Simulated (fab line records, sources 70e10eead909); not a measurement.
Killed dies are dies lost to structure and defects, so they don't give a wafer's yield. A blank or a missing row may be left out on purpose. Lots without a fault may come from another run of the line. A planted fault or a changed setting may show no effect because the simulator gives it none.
Which tool did it? | flow nand_harc | 12 lots, 36 wafers sampled, at 2 steps of a route of 1302

WHAT THE GAUGES READ, wafer by wafer
NHARC_A_CHANNEL_FILL_D1_THK_MEAS_06: measures by ellipsometry.
lot  | measured     | on            | thk_nm (nm)
L076 | day 11 00:54 | film_metro-01 | 5.9 5.3 5.0
L077 | day 11 15:39 | film_metro-01 | 5.2 5.5 4.3
L079 | day 12 06:29 | film_metro-02 | 6.1 5.9 5.8
L081 | day 13 02:46 | film_metro-01 | 4.9 7.4 5.0
L083 | day 13 22:59 | film_metro-02 | 5.7 6.0 4.5
L085 | day 14 14:05 | film_metro-01 | 5.3 5.6 4.9
L087 | day 16 02:11 | film_metro-02 | 4.5 3.1 5.0
L090 | day 17 07:33 | film_metro-01 | 4.9 5.2 6.6
L091 | day 17 11:13 | film_metro-02 | 2.6 6.5 3.4
L093 | day 17 23:14 | film_metro-02 | 5.5 6.0 5.1
L096 | day 19 14:36 | film_metro-02 | 5.2 7.4 5.4
L097 | day 19 21:01 | film_metro-02 | 6.8 4.8 4.3

WHICH TOOL RAN EACH LOT (tool, then ch and the chambers of the sampled wafers, then the start)
lot  | NHARC_A_CHANNEL_FILL_D1_ALD_14
L076 | ald_hk-01 ch 0,1,3, day 9 18:55
L077 | ald_hk-01 ch 0,1,2, day 10 09:18
L079 | ald_hk-03 ch 1,2,3, day 11 01:21
L081 | ald_hk-01 ch 1,2, day 11 21:41
L083 | ald_hk-04 ch 0,3, day 12 19:28
L085 | ald_hk-01 ch 1,3, day 13 09:53
L087 | ald_hk-01 ch 1,2, day 14 21:16
L090 | ald_hk-01 ch 2,3, day 16 02:38
L091 | ald_hk-04 ch 0,1, day 16 05:43
L093 | ald_hk-04 ch 0,1,3, day 16 17:18
L096 | ald_hk-04 ch 0,2,3, day 18 09:42
L097 | ald_hk-04 ch 1,2,3, day 18 15:07
- NHARC_A_CHANNEL_FILL_D1_ALD_14: deposits SiO2, target thk 2.5 nm, pulse time 10 s, ald cycles 25.

THE ANSWER, worked out from the rows above alone
Rule: what is usual is taken from the lots themselves. Put in order of their means at a reading, lots are off if they are a third of the lots or fewer, leave a main group of 4 or more, and stand apart from it by a gap of 3 or more times the standard deviation of the main group's means; of several such gaps the widest counts. A main group whose means are all the same, to the digits that the tables above print for the reading, isn't used. A lot without any number at a reading at which 4 lots or more have one is off too. The other lots that the step has rows for count as sound.
No lot is off at any reading shown: from this, nothing can be told.

WHAT THE SIMULATOR HAD PUT IN
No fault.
